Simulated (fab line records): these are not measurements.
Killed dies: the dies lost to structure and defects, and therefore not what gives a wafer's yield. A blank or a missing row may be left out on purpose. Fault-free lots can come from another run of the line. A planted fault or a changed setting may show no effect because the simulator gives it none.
Which tool did it?    flow nand_harc    route of 1159 steps, sampled at 1 step: 12 lots, 36 wafers

== WHAT THE GAUGES READ, wafer by wafer ==
NHARC_A_ONON_D1_THK_MEAS_18: measures by ellipsometry.
lot   measured      on             thk_nm (nm)
L074  day 8 02:43   film_metro-02  1009 1008 1009
L078  day 8 21:12   film_metro-02  1001 1002 1001
L080  day 9 07:29   film_metro-01  1004 1004 1003
L081  day 9 17:58   film_metro-02  983 983 985
L083  day 10 08:47  film_metro-02  1009 1010 1010
L085  day 10 17:57  film_metro-02  991 992 991
L086  day 11 01:56  film_metro-02  1018 1018 1019
L089  day 11 22:05  film_metro-02  986 987 985
L091  day 12 11:25  film_metro-02  1011 1011 1011
L094  day 13 00:25  film_metro-01  990 992 990
L095  day 13 03:46  film_metro-02  986 985 986
L096  day 13 07:15  film_metro-02  1009 1009 1010

== EACH LOT AND THE TOOL THAT RAN IT (in order: tool; ch and the chambers of the sampled wafers; start) ==
Before these readings, the record contains no process step.

== THE ANSWER, worked out from the rows above alone ==
Rule: usual is defined by the lots themselves. The widest of any qualifying gaps counts: lots, ordered by their means at a reading, are off when they make up no more than a third of the lots, leave a main group of 4 or more, and stand apart from it by 3 or more times the standard deviation of that group's means. A main group is skipped when, at the precision printed for the reading in the tables above, its means are all equal. Also off: a lot with no number at a reading for which 4 or more lots have one. Any other lot the step has rows for is counted as sound.
None of the lots is off at any reading shown; this tells nothing.

== WHAT THE SIMULATOR HAD PUT IN ==
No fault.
